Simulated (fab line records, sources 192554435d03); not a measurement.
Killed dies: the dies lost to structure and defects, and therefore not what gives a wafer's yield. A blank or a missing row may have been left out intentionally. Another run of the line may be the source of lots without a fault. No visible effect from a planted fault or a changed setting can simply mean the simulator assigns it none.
fab line records	flow n5-finfet
record lots=7	wafers=39
route steps=1938 shown PMOS_HMC_CHANNEL_EPI@78 FIN_CUT@173 DUMMY_GATE@243 SD_EPI_N@288 SD_ACTIVATION@330 MOL_CONTACT_COAG@586
start-h: hours from the record's opening day to when the first of the lot's shown wafers began	wait-h: hours elapsed since this lot's preceding step	" the same as in the row above	L1.1+2: a row that stands for several wafers	- either no value or no given start	* or withheld: withheld	< > ~ a bound
route shown NAME@n: names a module that has steps shown in the file, with the first one's number in the route	usual: mean/standard deviation of fault-free wafers	same: alike in all rows	chamber/n: place in a boat	sites: readings site by site	_std_site: the standard deviation of these	_edge_site: inner sites' mean taken away from outer sites' mean	radius-mm: how far each site lies from the wafer's centre	mask NAME#n: copy n	behind: tool/chamber where the wafer was last shaped	hold: why the lot went on hold/how many hours it stayed there/how the hold came to an end	device: names the non-switching transistor (n, p or np)	end of line: at the end of the route, the tests of the same wafers	a step given without rows: its recipe and nothing more	killed: count of dies lost to structure and defects at first sort (not the wafer's yield)	map: a wafer's dies, x killed, . not, _ none there
set.NAME: the setting as run; set.NAME@STEP: as run at that earlier step	model.NAME: the simulator's own value behind a step, which no gauge read
lots with deliberately changed settings; one table per step, one row per wafer
## steps
# step N5_PMOS_HMC_CHANNEL_EPI_EPI_20
# recipe material=SiGe30	mask-material=SiO2	pressure-torr=20	target-thk-a=590	temp-c=600
lot.wafer	tool	chamber	start-h	wait-h	set.pressure-torr	model.SiGe30_of_PMOS_HMC_CHANNEL_EPI_EPI_20.thk-nm
L074.1	epi-rpcvd-04	0	17.62	0.0	20	58.38
L074.2	"	0	"	"	20	58.93
L074.3	"	0	"	"	20	59.4
L074.4	"	0	"	"	20	58.91
L074.5	"	0	"	"	20	58.87
L074.6	"	0	"	"	20	59.22
L076.1	epi-rpcvd-04	0	29.72	0.0	23.02	62.26
L076.2	"	0	"	"	23.02	62.39
L076.3	"	0	"	"	23.02	62.08
L076.4	"	0	"	"	23.02	62.22
L076.5	"	0	"	"	23.02	61.76
L076.6	"	0	"	"	23.02	62.09
L078.1	epi-rpcvd-04	0	42.09	0.0	19.15	58.14
L078.2	"	0	"	"	19.15	57.16
L078.3	"	0	"	"	19.15	57.79
L078.4	"	0	"	"	19.15	58.21
L078.5	"	0	"	"	19.15	57.59
L078.6	"	0	"	"	19.15	57.25
L085.1	epi-rpcvd-04	0	84.39	0.0	20	60.04
L085.2	"	0	"	"	20	59.73
L085.3	"	0	"	"	20	60
L085.4	"	0	"	"	20	59.89
L085.5	"	0	"	"	20	59.42
L085.6	"	0	"	"	20	59.67
L091.1	epi-rpcvd-04	0	119.86	0.0	18.48	57.75
L091.2	"	0	"	"	18.48	57.74
L091.3	"	0	"	"	18.48	58.44
L091.4	"	0	"	"	18.48	58
L091.5	"	0	"	"	18.48	57.81
L091.6	"	0	"	"	18.48	58.01
L094.1	epi-rpcvd-01	0	138.20	0.0	20	60.05
L094.2	"	0	"	"	20	59.66
L094.3	"	0	"	"	20	61.07
L094.4	"	0	"	"	20	60.34
L094.5	"	0	"	"	20	59.98
L094.6	"	0	"	"	20	59.56
L096.2+3	epi-rpcvd-03	0	150.28	0.2	20	59.36
L096.5	"	0	"	"	20	59.15
# step N5_FIN_CUT_CUT_ETCH_26
# recipe chemistry=CH3F/O2	target=SiNx	target-depth-a=390	mask-material=SOC	time-s=55.7	pressure-mtorr=30	source-w=395	bias-w=73	Ar_flow_sccm=150	CH3F_flow_sccm=30	O2_flow_sccm=20	ion-energy-ev=120
lot.wafer	tool	chamber	start-h	wait-h	set.target-depth-a	model.etch.depth-nm
L074.1	rie-diel-05	0	26.97	0.0	390	38.91
L074.2	"	1	"	"	390	38.99
L074.3	"	3	"	"	348.2	34.89
L074.4	"	3	"	"	348.2	34.78
L074.5	"	0	"	"	348.2	34.93
L074.6	"	1	"	"	390	39.41
L076.1+2	rie-diel-03	1,2	41.41	0.0	390	38.1
L076.3	"	0	"	"	390	38.12
L076.4	"	3	"	"	390	38.7
L076.5	"	1	"	"	390	38.04
L076.6	"	2	"	"	390	38
L078.1	rie-diel-03	0	51.55	0.0	390	38.62
L078.2	"	2	"	"	390	38.91
L078.3	"	1	"	"	390	38.1
L078.4	"	3	"	"	372.6	37
L078.5	"	0	"	"	372.6	37.02
L078.6	"	1	"	"	372.6	36.66
L085.1	rie-diel-05	3	95.11	0.0	413	40.72
L085.2	"	2	"	"	413	40.64
L085.3	"	1	"	"	390	38.47
L085.4	"	0	"	"	413	41.1
L085.5	"	0	"	"	390	38.5
L085.6	"	3	"	"	390	38.42
L091.1	rie-diel-03	1	128.84	0.0	390	37.45
L091.2	"	0	"	"	368	36.1
L091.3	"	2	"	"	368	36.23
L091.4	"	3	"	"	390	38.79
L091.5	"	0	"	"	390	38.15
L091.6	"	1	"	"	368	35.54
L094.1	rie-diel-03	2	147.84	0.0	416.2	40.57
L094.2	"	0	"	"	416.2	40.75
L094.3	"	1	"	"	390	37.68
L094.4	"	3	"	"	416.2	41.38
L094.5	"	1	"	"	390	38
L094.6	"	0	"	"	390	38.41
L096.2	rie-diel-05	0	159.43	0.0	390	38.58
L096.3	"	2	"	"	390	38.34
L096.5	"	2	"	"	390	38.26
# step N5_DUMMY_GATE_ETCH_31
# recipe chemistry=C4F6/O2	target=SiO2	mask-material=SOC	target-depth-a=825	time-s=27.5	ion-energy-ev=250	pressure-mtorr=30	source-w=345	bias-w=185	Ar_flow_sccm=300	C4F6_flow_sccm=10	O2_flow_sccm=10
lot.wafer	tool	chamber	start-h	wait-h	set.target-depth-a	model.etch.depth-nm
L074.1	rie-diel-05	1	46.20	0.0	825	82.31
L074.2	"	2	"	"	778.2	77.92
L074.3	"	3	"	"	825	82.16
L074.4	"	2	"	"	778.2	77.57
L074.5	"	3	"	"	825	82.22
L074.6	"	1	"	"	778.2	78.34
L076.1	rie-diel-06	2	63.08	0.3	908.2	88.58
L076.2	"	1	"	"	825	83.16
L076.3	"	0	"	"	825	82.36
L076.4	"	2	"	"	908.2	90.01
L076.5	"	0	"	"	825	82.19
L076.6	"	1	"	"	908.2	91.82
L078.1	rie-diel-03	0	70.68	0.1	825	82.49
L078.2	"	1	"	"	825	81.38
L078.3	"	3	"	"	825	83.12
L078.4	"	2	"	"	825	82.21
L078.5	"	1	"	"	825	81.11
L078.6	"	2	"	"	825	82.09
L085.1	rie-diel-05	0	113.77	0.1	764.8	75.97
L085.2	"	3	"	"	764.8	75.54
L085.3	"	2	"	"	825	81.12
L085.4	"	1	"	"	825	81.94
L085.5	"	3	"	"	764.8	75.02
L085.6	"	2	"	"	825	81.13
L091.1	rie-diel-05	1	152.95	0.0	825	82.29
L091.2	"	0	"	"	825	82.03
L091.3	"	2	"	"	825	81.61
L091.4	"	3	"	"	825	81.63
L091.5	"	0	"	"	825	81.95
L091.6	"	1	"	"	825	83
L094.1	rie-diel-03	1	166.03	0.0	825	80.07
L094.2	"	0	"	"	867	85.92
L094.3	"	3	"	"	867	86.19
L094.4	"	3	"	"	825	82.25
L094.5	"	1	"	"	867	84.18
L094.6	"	0	"	"	825	80.66
L096.2	rie-diel-03	3	183.02	0.0	825	82.72
L096.3	"	1	"	"	825	80.83
L096.5	"	3	"	"	825	82.93
# step N5_SD_EPI_N_EPI_21
# recipe material=Si:P	dopant=P	temp-c=680	pressure-torr=255	time-s=690
lot.wafer	tool	chamber	start-h	wait-h	set.dopant-conc-cm3
L074.1+2+3	epi-rpcvd-03	0	50.05	0.2	2e+21
L074.4+5+6	"	0	51.17	1.2	1.799e+21
L076.1+2+5	epi-rpcvd-04	0	66.72	0.1	1.708e+21
L076.3+4+6	"	0	"	"	2e+21
L078.1+3+6	epi-rpcvd-04	0	74.84	0.1	2e+21
L078.2+4+5	"	0	"	"	1.754e+21
L085.1+4+6	epi-rpcvd-03	0	117.29	0.1	1.683e+21
L085.2+3+5	"	0	"	"	2e+21
L091.1+3+5	epi-rpcvd-03	0	156.80	0.1	2e+21
L091.2+4+6	"	0	"	"	2.084e+21
L094.1+2+3+4+5+6	epi-rpcvd-02	0	169.53	0.1	2e+21
L096.2+3+5	epi-rpcvd-03	0	187.89	0.4	2e+21
# step N5_SD_EPI_N_PRECLEAN_24
# recipe chemistry=O3/DIW	time-s=60	temp-c=22	o3-ppm=10
# step N5_SD_ACTIVATION_RTA_00
# recipe temp-c=975	time-s=0	ambient=N2	idle-temp-c=600	ramp-up-c-per-s=150	ramp-down-c-per-s=60	cool-to-c=600
# step N5_SD_ACTIVATION_LSA_01
# recipe temp-c=1080	time-s=0.0008	ambient=N2
# step N5_SD_ACTIVATION_RS_MEAS_03
# recipe thk-meas-gauge=four-point-probe
# usual RS_SD_N=21.9/0.31	RS_SD_P=55.9/0.94
lot.wafer	tool	chamber	start-h	wait-h	set.dopant-conc-cm3@SD_EPI_N_EPI_21	RS_SD_N[ohm/sq]	RS_SD_P[ohm/sq]
L074.1	film-metro-01	-	57.71	0.2	2e+21	22.3	57.2
L074.2	"	-	"	"	2e+21	22.1	57.9
L074.3	"	-	"	"	2e+21	22.4	57.7
L074.4	"	-	"	"	1.799e+21	23.0	57.0
L074.5	"	-	"	"	1.799e+21	22.9	57.7
L074.6	"	-	"	"	1.799e+21	23.1	57.5
L076.1	film-metro-02	-	74.90	0.2	1.708e+21	22.8	56.0
L076.2	"	-	"	"	1.708e+21	23.0	55.9
L076.3	"	-	"	"	2e+21	21.6	56.2
L076.4	"	-	"	"	2e+21	21.5	55.8
L076.5	"	-	"	"	1.708e+21	22.4	55.5
L076.6	"	-	"	"	2e+21	21.7	55.7
L078.1	film-metro-01	-	82.11	0.2	2e+21	20.9	56.2
L078.2	"	-	"	"	1.754e+21	21.8	56.5
L078.3	"	-	"	"	2e+21	21.1	55.6
L078.4	"	-	"	"	1.754e+21	21.7	56.7
L078.5	"	-	"	"	1.754e+21	21.8	57.6
L078.6	"	-	"	"	2e+21	21.3	57.4
L085.1	film-metro-01	-	125.57	0.2	1.683e+21	22.5	55.6
L085.2	"	-	"	"	2e+21	21.9	55.9
L085.3	"	-	"	"	2e+21	21.5	55.8
L085.4	"	-	"	"	1.683e+21	22.7	55.8
L085.5	"	-	"	"	2e+21	21.9	56.3
L085.6	"	-	"	"	1.683e+21	23.1	55.1
L091.1	film-metro-02	-	163.72	0.2	2e+21	21.8	53.9
L091.2	"	-	"	"	2.084e+21	21.8	54.4
L091.3	"	-	"	"	2e+21	22.4	54.7
L091.4	"	-	"	"	2.084e+21	21.7	54.3
L091.5	"	-	"	"	2e+21	22.1	54.2
L091.6	"	-	"	"	2.084e+21	21.9	55.0
L094.1	film-metro-01	-	176.82	0.2	2e+21	21.8	55.0
L094.2	"	-	"	"	2e+21	21.7	55.3
L094.3	"	-	"	"	2e+21	21.9	55.1
L094.4	"	-	"	"	2e+21	21.7	54.6
L094.5	"	-	"	"	2e+21	21.7	56.1
L094.6	"	-	"	"	2e+21	22.1	55.3
L096.2	film-metro-02	-	194.62	0.2	2e+21	22.4	55.5
L096.3	"	-	"	"	2e+21	21.9	55.7
L096.5	"	-	"	"	2e+21	22.2	54.7
# step N5_MOL_CONTACT_COAG_VIA_ETCH_46
# recipe chemistry=C4F6/O2	target-depth-a=460	overetch-a=92	mask-material=SOC	target=SiO2	bias-w=455	pressure-mtorr=10	time-s=40	source-w=325	Ar_flow_sccm=300	C4F6_flow_sccm=10	O2_flow_sccm=10	ion-energy-ev=575.3	ends=end-point
# usual rf-vpp-V=1590/18
lot.wafer	tool	chamber	start-h	wait-h	set.bias-w	rf-vpp-V
L074.1	rie-diel-01	1	100.11	0.0	455	1573
L074.2	"	3	"	"	541.7	1825
L074.3	"	0	"	"	455	1593
L074.4	"	0	"	"	541.7	1812
L074.5	"	1	"	"	455	1574
L074.6	"	3	"	"	541.7	1824
L076.1	rie-diel-02	3	114.62	0.0	455	1609
L076.2	"	2	"	"	455	1565
L076.3	"	0	"	"	455	1570
L076.4	"	1	"	"	455	1604
L076.5	"	1	"	"	455	1604
L076.6	"	2	"	"	455	1567
L078.1	rie-diel-02	0	122.06	0.0	455	1571
L078.2	"	3	"	"	516.8	1767
L078.3	"	2	"	"	516.8	1722
L078.4	"	0	"	"	455	1573
L078.5	"	2	"	"	516.8	1721
L078.6	"	3	"	"	455	1610
L085.1	rie-diel-01	1	165.79	0.0	455	1572
L085.2	"	3	"	"	381.4	1404
L085.3	"	0	"	"	381.4	1395
L085.4	"	2	"	"	455	1620
L085.5	"	3	"	"	455	1604
L085.6	"	0	"	"	381.4	1395
L091.1	rie-diel-04	2	208.53	0.0	480.4	1642
L091.2	"	3	"	"	455	1569
L091.3	"	0	"	"	480.4	1680
L091.4	"	1	"	"	455	1590
L091.5	"	2	"	"	455	1576
L091.6	"	1	"	"	480.4	1655
L094.1	rie-diel-02	3	217.40	0.0	515.8	1764
L094.2	"	1	"	"	455	1602
L094.3	"	2	"	"	515.8	1718
L094.4	"	0	"	"	455	1570
L094.5	"	0	"	"	515.8	1723
L094.6	"	1	"	"	455	1602
L096.2	rie-diel-01	2	234.63	0.0	455	1620
L096.3	"	0	"	"	455	1592
L096.5	"	2	"	"	455	1620
# step N5_MOL_CONTACT_COAG_ANNEAL_112
# recipe temp-c=400	time-s=1800	ambient=HPD2	pressure-atm=10
# usual wafer_temp_C_max=402.1/0.44
lot.wafer	tool	chamber	start-h	wait-h	set.temp-c	wafer_temp_C_max
L074.1	hp-anneal-01	0	102.88	0.0	409.1	411.0
L074.2	"	0	"	"	409.1	411.2
L074.3	"	0	"	"	409.1	411.7
L074.4	"	0	"	"	409.1	411.1
L074.5	"	0	"	"	409.1	411.2
L074.6	"	0	"	"	409.1	411.4
L076.1	hp-anneal-01	0	117.01	0.0	392.5	394.4
L076.2	"	0	"	"	392.5	394.6
L076.3	"	0	"	"	392.5	395.1
L076.4	"	0	"	"	392.5	394.7
L076.5	"	0	"	"	392.5	394.6
L076.6	"	0	"	"	392.5	394.2
L078.1	hp-anneal-01	0	124.74	0.0	407	409.3
L078.2	"	0	"	"	407	408.9
L078.3	"	0	"	"	407	410.5
L078.4	"	0	"	"	407	408.7
L078.5	"	0	"	"	407	409.8
L078.6	"	0	"	"	407	409.4
L085.1	hp-anneal-01	0	168.16	0.0	389.3	391.7
L085.2	"	0	"	"	389.3	390.8
L085.3	"	0	"	"	389.3	390.8
L085.4	"	0	"	"	389.3	391.6
L085.5	"	0	"	"	389.3	391.1
L085.6	"	0	"	"	389.3	391.5
L091.1	hp-anneal-01	0	211.71	0.6	390.4	392.2
L091.2	"	0	"	"	390.4	392.1
L091.3	"	0	"	"	390.4	392.7
L091.4	"	0	"	"	390.4	392.1
L091.5	"	0	"	"	390.4	392.4
L091.6	"	0	"	"	390.4	391.7
L094.1	hp-anneal-01	0	219.78	0.0	394.7	397.8
L094.2	"	0	"	"	394.7	397.1
L094.3	"	0	"	"	394.7	396.7
L094.4	"	0	"	"	394.7	397.4
L094.5	"	0	"	"	394.7	397.5
L094.6	"	0	"	"	394.7	397.0
L096.2	hp-anneal-01	0	237.50	0.0	400	401.6
L096.3	"	0	"	"	400	401.8
L096.5	"	0	"	"	400	401.8
## key
split step=N5_PMOS_HMC_CHANNEL_EPI_EPI_20	setting=pressure-torr	stated=20	by=lot
response step=N5_PMOS_HMC_CHANNEL_EPI_EPI_20	reading=model.SiGe30_of_PMOS_HMC_CHANNEL_EPI_EPI_20.thk-nm	change=+0.197	per=1%	r=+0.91
split step=N5_FIN_CUT_CUT_ETCH_26	setting=target-depth-a	stated=390	by=wafer
response step=N5_FIN_CUT_CUT_ETCH_26	reading=model.etch.depth-nm	change=+0.399	per=1%	r=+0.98
split step=N5_DUMMY_GATE_ETCH_31	setting=target-depth-a	stated=825	by=wafer
response step=N5_DUMMY_GATE_ETCH_31	reading=model.etch.depth-nm	change=+0.78	per=1%	r=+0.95
split step=N5_SD_EPI_N_EPI_21	setting=dopant-conc-cm3	stated=2e+21	by=wafer
response step=N5_SD_ACTIVATION_RS_MEAS_03	reading=RS_SD_N	change=-0.0671	per=1%	r=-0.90
split step=N5_MOL_CONTACT_COAG_VIA_ETCH_46	setting=bias-w	stated=455	by=wafer
response step=N5_MOL_CONTACT_COAG_VIA_ETCH_46	reading=rf-vpp-V	change=+12	per=1%	r=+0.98
split step=N5_MOL_CONTACT_COAG_ANNEAL_112	setting=temp-c	stated=400	by=lot
response step=N5_MOL_CONTACT_COAG_ANNEAL_112	reading=wafer_temp_C_max	change=*	per=1%	r=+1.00
